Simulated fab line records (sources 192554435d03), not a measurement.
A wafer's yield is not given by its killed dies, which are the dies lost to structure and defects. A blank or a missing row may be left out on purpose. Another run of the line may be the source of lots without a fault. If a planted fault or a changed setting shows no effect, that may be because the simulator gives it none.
Matching of chambers    flow n5 finfet    3 sister chambers for N5_BEOL_M2_DEP_57 on pecvd-03
The step deposits SiCN from 3MS/NH3, target thk 8 nm, time 14 s. 6 wafers are shown with their chamber, then 12 later ones without.

## WAFERS PAIRED WITH THEIR CHAMBERS
wafer   chamber  showerhead vpp V (V)  throttle valve pct (%)
L086.5  1        880                   9.0
L090.4  2        897                   8.9
L090.5  0        825                   8.8
L092.4  0        817                   8.6
L092.5  2        893                   8.9
L092.6  1        871                   9.4

## WAFERS MISSING THEIR CHAMBER
wafer   showerhead vpp V (V)  throttle valve pct (%)
L093.1  889                   9.0
L093.2  864                   9.2
L093.6  835                   8.9
L094.1  832                   8.9
L094.4  851                   9.7
L094.5  820                   8.6
L096.3  863                   9.4
L096.4  898                   9.0
L096.6  856                   9.6
L097.2  864                   9.2
L097.3  913                   9.0
L097.5  902                   8.7

## CHAMBER TAKEN BY EACH
wafer   from the rows above      in truth
L093.1  can't be placed: 2 or 1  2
L093.2  1                        1
L093.6  0                        0
L094.1  0                        0
L094.4  1                        1
L094.5  0                        0
L096.3  1                        1
L096.4  2                        2
L096.6  1                        1
L097.2  1                        1
L097.3  2                        2
L097.5  2                        2
Placed correctly: 11 of 12. Can't be placed from these rows: 1 (the true chamber is among the candidates in 1). Number placed wrongly: 0.
How it was worked out, from the rows above alone: a wafer's distance from a chamber is the root of the sum, over the readings, of the square of ((its reading less the chamber's mean) divided by the reading's scatter). The wafer belongs to the nearest chamber; if the next one is less than 2 further off, it can't be placed. A chamber's mean is the mean of its shown wafers. The scatter: the root of (the sum of the squares of (reading less its chamber's mean) over the shown wafers, divided by (wafers less chambers)).
